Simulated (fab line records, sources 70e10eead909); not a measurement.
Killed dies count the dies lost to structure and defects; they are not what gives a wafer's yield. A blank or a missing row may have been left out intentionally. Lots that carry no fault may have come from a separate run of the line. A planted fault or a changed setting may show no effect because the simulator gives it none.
Code-filled problem report in 8D (eight disciplines) form ; flow nand-harc ; the parts of the form that need people (team, actions taken, sign-off) are left out

1. WHAT IS WRONG
Mean of run-length-s at NHARC_A_CONTACT_ETCH_76: 361.2 s across 2 wafers in 2 lots; on wafers with no fault it is 496.6 s (standard deviation 0.48). That is -99 or more standard deviations from the usual mean.
The step: etches the open film in N2/H2, target depth 260 nm, time 475.3 s.
First seen on wafer L264.1, day 24 22:48, on rie-diel-11. The record holds 40 wafers of 14 lots with a number at this step. Rule for "out", or "out of limits": more than 4 standard deviations from the usual mean. Any other wafer with a number is counted as sound.

2. WHAT IT IS, AND WHAT IT ISN'T
question;is;is not
which readings at this step;run-length-s;drypump-motor-current-A, oes-product-au, rf-vpp-V, showerhead-plenum-p-Torr, throttle-valve-pct
which lots;L264, L265;L257, L258, L269, L270, L272, L273, L275, L276, L277, L278, L279, L280
which wafers of those lots;L264.1, L265.1;L264.4, L265.2
read on which tools;rie-diel-11;rie-diel-03, rie-diel-04
when;from day 24 22:48;"up to then (7 sound wafers); but 31 sound wafers of L265, L269, L270, L272, L273, L275, L276, L277, L278, L279, L280 came after"

3. THE SUSPECTS, EACH WITH WHAT RULES IT OUT
Counting: if a tool at a process step up to the reading ran every lot that is out, it stays a suspect. Sound lots after the first of them don't rule it out here, since some wafers of a struck lot are sound.
- rie-diel-11 at NHARC_A_CONTACT_ETCH_76 (etches the open film in N2/H2, target depth 260 nm, time 475.3 s): kept. It ran every lot that is out, first L264 (day 24 22:48). Its own run-length-s readings are out on those wafers.
Remaining after the count: rie-diel-11 at NHARC_A_CONTACT_ETCH_76.

4. THE CAUSE (what the simulator had put in)
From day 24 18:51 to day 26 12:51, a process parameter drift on rie-diel-11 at NHARC_A_CONTACT_ETCH_76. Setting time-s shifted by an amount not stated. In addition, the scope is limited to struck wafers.
Counting left only this tool.

5. THE CHAIN OF EFFECTS, in route order
Each row: a reading where the mean over the struck wafers with a number is more than 3 standard deviations away from the usual. Scope: only readings with a usual standard deviation given in the record; hours: median across lots of the time from each lot's start at the first step in this table that gives one to its start at this step; sigmas: change in usual standard deviations.
hours;step;reading;usual;on struck wafers;change;sigmas
0;NHARC_A_CONTACT_ETCH_76;run-length-s;496.6 s;361.2;-135.4;-99 or more
It contains these process steps:
- NHARC_A_CONTACT_ETCH_76: etches the open film in N2/H2, target depth 260 nm, time 475.3 s.

6. HOW IT WOULD HAVE BEEN CAUGHT EARLIER
The fault began at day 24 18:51; the first out-of-limits reading in this record came at day 24 22:48, 4 hours later.
